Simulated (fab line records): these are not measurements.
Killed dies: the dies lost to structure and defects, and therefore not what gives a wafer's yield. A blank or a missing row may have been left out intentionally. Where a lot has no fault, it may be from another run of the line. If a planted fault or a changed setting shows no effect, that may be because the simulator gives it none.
Which tool did it? || flow nandHarc || 39 wafers from 13 lots sampled at 3 of the route's 1159 steps

WHAT EACH GAUGE READ, for each wafer
NHARC_A_M0_INSPECT_11. Usual: rawDefectCount at 32, with a standard deviation of 14.
{"lot": "L563", "measured": "day 17 18:08", "on": "defectInspect-02", "rawDefectCount": "31 38 28", "flag": ""}
{"lot": "L564", "measured": "day 17 18:43", "on": "defectInspect-01", "rawDefectCount": "12 17 17", "flag": ""}
{"lot": "L566", "measured": "day 18 13:20", "on": "defectInspect-01", "rawDefectCount": "22 18 25", "flag": ""}
{"lot": "L562", "measured": "day 18 16:35", "on": "defectInspect-02", "rawDefectCount": "30 30 15", "flag": ""}
{"lot": "L567", "measured": "day 18 18:56", "on": "defectInspect-02", "rawDefectCount": "35 22 31", "flag": ""}
{"lot": "L568", "measured": "day 19 17:51", "on": "defectInspect-02", "rawDefectCount": "29 30 24", "flag": ""}
{"lot": "L570", "measured": "day 19 18:07", "on": "defectInspect-01", "rawDefectCount": "11 15 9", "flag": ""}
{"lot": "L569", "measured": "day 20 00:13", "on": "defectInspect-02", "rawDefectCount": "45 32 36", "flag": ""}
{"lot": "L578", "measured": "day 21 09:00", "on": "defectInspect-02", "rawDefectCount": "25 24 28", "flag": ""}
{"lot": "L580", "measured": "day 22 02:10", "on": "defectInspect-02", "rawDefectCount": "26 34 20", "flag": ""}
{"lot": "L581", "measured": "day 22 08:10", "on": "defectInspect-02", "rawDefectCount": "41 36 47", "flag": ""}
{"lot": "L583", "measured": "day 23 06:02", "on": "defectInspect-01", "rawDefectCount": "71 33 42", "flag": ""}
{"lot": "L584", "measured": "day 23 06:38", "on": "defectInspect-02", "rawDefectCount": "13 15 18", "flag": ""}

NHARC_HYBRID_BOND_OVL_MEAS_05. Usual: overlayXNm 3 nm, standard deviation 33; overlayYNm -7 nm, standard deviation 30.
{"lot": "L563", "measured": "day 18 16:04", "on": "overlay-02", "overlayXNm (nm)": "-50 -11 -41", "overlayYNm (nm)": "-66 -50 17", "flag": ""}
{"lot": "L564", "measured": "day 18 16:04", "on": "overlay-01", "overlayXNm (nm)": "-1 -17 -59", "overlayYNm (nm)": "-3 -5 -72", "flag": ""}
{"lot": "L566", "measured": "day 19 16:27", "on": "overlay-02", "overlayXNm (nm)": "22 39 11", "overlayYNm (nm)": "-27 -42 21", "flag": ""}
{"lot": "L562", "measured": "day 19 16:28", "on": "overlay-02", "overlayXNm (nm)": "18 28 11", "overlayYNm (nm)": "-1 -49 -16", "flag": ""}
{"lot": "L567", "measured": "day 19 16:27", "on": "overlay-01", "overlayXNm (nm)": "-12 -7 -11", "overlayYNm (nm)": "7 -30 31", "flag": ""}
{"lot": "L568", "measured": "day 20 18:13", "on": "overlay-01", "overlayXNm (nm)": "-9 65 44", "overlayYNm (nm)": "-27 -6 27", "flag": ""}
{"lot": "L570", "measured": "day 20 18:13", "on": "overlay-02", "overlayXNm (nm)": "-54 18 -32", "overlayYNm (nm)": "-20 -22 -6", "flag": ""}
{"lot": "L569", "measured": "day 20 23:52", "on": "overlay-01", "overlayXNm (nm)": "-16 4 11", "overlayYNm (nm)": "10 26 -79", "flag": ""}
{"lot": "L578", "measured": "day 22 08:37", "on": "overlay-02", "overlayXNm (nm)": "12 26 13", "overlayYNm (nm)": "-11 -13 27", "flag": ""}
{"lot": "L580", "measured": "day 23 03:22", "on": "overlay-01", "overlayXNm (nm)": "-41 7 -7", "overlayYNm (nm)": "-14 -17 16", "flag": ""}
{"lot": "L581", "measured": "day 23 03:23", "on": "overlay-01", "overlayXNm (nm)": "15 26 -4", "overlayYNm (nm)": "14 -20 -30", "flag": ""}
{"lot": "L583", "measured": "day 24 03:04", "on": "overlay-01", "overlayXNm (nm)": "29 67 63", "overlayYNm (nm)": "-6 -9 -32", "flag": ""}
{"lot": "L584", "measured": "day 24 03:04", "on": "overlay-02", "overlayXNm (nm)": "-5 -6 46", "overlayYNm (nm)": "5 -23 -5", "flag": ""}

EACH LOT AND THE TOOL THAT RAN IT (in order: tool; ch and the chambers of the sampled wafers; start)
{"lot": "L563", "NHARC_A_BLC_CMP_25": "cmp-01 ch 1,2,3, day 17 16:52"}
{"lot": "L564", "NHARC_A_BLC_CMP_25": "cmp-01 ch 0,1,2, day 17 17:23"}
{"lot": "L566", "NHARC_A_BLC_CMP_25": "cmp-02 ch 1,2,3, day 18 11:56"}
{"lot": "L562", "NHARC_A_BLC_CMP_25": "cmp-04 ch 1,2,3, day 18 15:11"}
{"lot": "L567", "NHARC_A_BLC_CMP_25": "cmp-01 ch 0,3, day 18 17:28"}
{"lot": "L568", "NHARC_A_BLC_CMP_25": "cmp-01 ch 1,2,3, day 19 16:04"}
{"lot": "L570", "NHARC_A_BLC_CMP_25": "cmp-02 ch 0,1,2, day 19 16:29"}
{"lot": "L569", "NHARC_A_BLC_CMP_25": "cmp-04 ch 0,1, day 19 22:49"}
{"lot": "L578", "NHARC_A_BLC_CMP_25": "cmp-01 ch 0,1,3, day 21 07:37"}
{"lot": "L580", "NHARC_A_BLC_CMP_25": "cmp-04 ch 0,2, day 22 00:44"}
{"lot": "L581", "NHARC_A_BLC_CMP_25": "cmp-04 ch 0,2,3, day 22 06:45"}
{"lot": "L583", "NHARC_A_BLC_CMP_25": "cmp-02 ch 2,3, day 23 04:44"}
{"lot": "L584", "NHARC_A_BLC_CMP_25": "cmp-01 ch 1,2, day 23 05:12"}
- NHARC_A_BLC_CMP_25: polishes, t overpolish 30 s, target thk 150 nm.

WHAT THE TOOLS THEMSELVES READ (means of the sampled wafers that have a number; where no wafer has one, the mark that the record gives instead)
NHARC_A_BLC_CMP_25. Usual: motorCurrentA 12.0 A, standard deviation 0.98; overpolishRunS 29.999 s, standard deviation 0.0093; timeToEndpointS 31 s, standard deviation 3.1.
{"lot": "L563", "tool": "cmp-01", "motorCurrentA (A)": 12.1, "overpolishRunS (s)": 30.013, "timeToEndpointS (s)": 34, "flag": ""}
{"lot": "L564", "tool": "cmp-01", "motorCurrentA (A)": 11.8, "overpolishRunS (s)": 29.992, "timeToEndpointS (s)": 28, "flag": ""}
{"lot": "L566", "tool": "cmp-02", "motorCurrentA (A)": 11.8, "overpolishRunS (s)": 29.998, "timeToEndpointS (s)": 30, "flag": ""}
{"lot": "L562", "tool": "cmp-04", "motorCurrentA (A)": 12.3, "overpolishRunS (s)": 30.004, "timeToEndpointS (s)": 32, "flag": ""}
{"lot": "L567", "tool": "cmp-01", "motorCurrentA (A)": 12.9, "overpolishRunS (s)": 30.000, "timeToEndpointS (s)": 28, "flag": ""}
{"lot": "L568", "tool": "cmp-01", "motorCurrentA (A)": 12.3, "overpolishRunS (s)": 30.004, "timeToEndpointS (s)": 26, "flag": ""}
{"lot": "L570", "tool": "cmp-02", "motorCurrentA (A)": 12.2, "overpolishRunS (s)": 30.005, "timeToEndpointS (s)": 30, "flag": ""}
{"lot": "L569", "tool": "cmp-04", "motorCurrentA (A)": 12.4, "overpolishRunS (s)": 29.996, "timeToEndpointS (s)": 33, "flag": ""}
{"lot": "L578", "tool": "cmp-01", "motorCurrentA (A)": 11.7, "overpolishRunS (s)": 30.010, "timeToEndpointS (s)": 28, "flag": ""}
{"lot": "L580", "tool": "cmp-04", "motorCurrentA (A)": 11.4, "overpolishRunS (s)": 29.988, "timeToEndpointS (s)": 33, "flag": ""}
{"lot": "L581", "tool": "cmp-04", "motorCurrentA (A)": 11.9, "overpolishRunS (s)": 30.000, "timeToEndpointS (s)": 36, "flag": ""}
{"lot": "L583", "tool": "cmp-02", "motorCurrentA (A)": 11.7, "overpolishRunS (s)": 30.000, "timeToEndpointS (s)": 32, "flag": ""}
{"lot": "L584", "tool": "cmp-01", "motorCurrentA (A)": 11.2, "overpolishRunS (s)": 30.003, "timeToEndpointS (s)": 29, "flag": ""}

THE ANSWER, worked out from the rows above alone
Rule: lot off if the mean of its wafers having a number is beyond 3 standard deviations from the usual mean. A lot without any number at a reading at which 4 lots or more have one is off too. All remaining lots with rows at the step are treated as sound. First the gauges in route order, then the tools' own readings, where a lot's mean is used as printed above. At the first step where some lot is off, the reading lying furthest off is the one used; lots without a number count as furthest.
No lot is off at any reading shown: from this, nothing can be told.

WHAT THE SIMULATOR HAD PUT IN
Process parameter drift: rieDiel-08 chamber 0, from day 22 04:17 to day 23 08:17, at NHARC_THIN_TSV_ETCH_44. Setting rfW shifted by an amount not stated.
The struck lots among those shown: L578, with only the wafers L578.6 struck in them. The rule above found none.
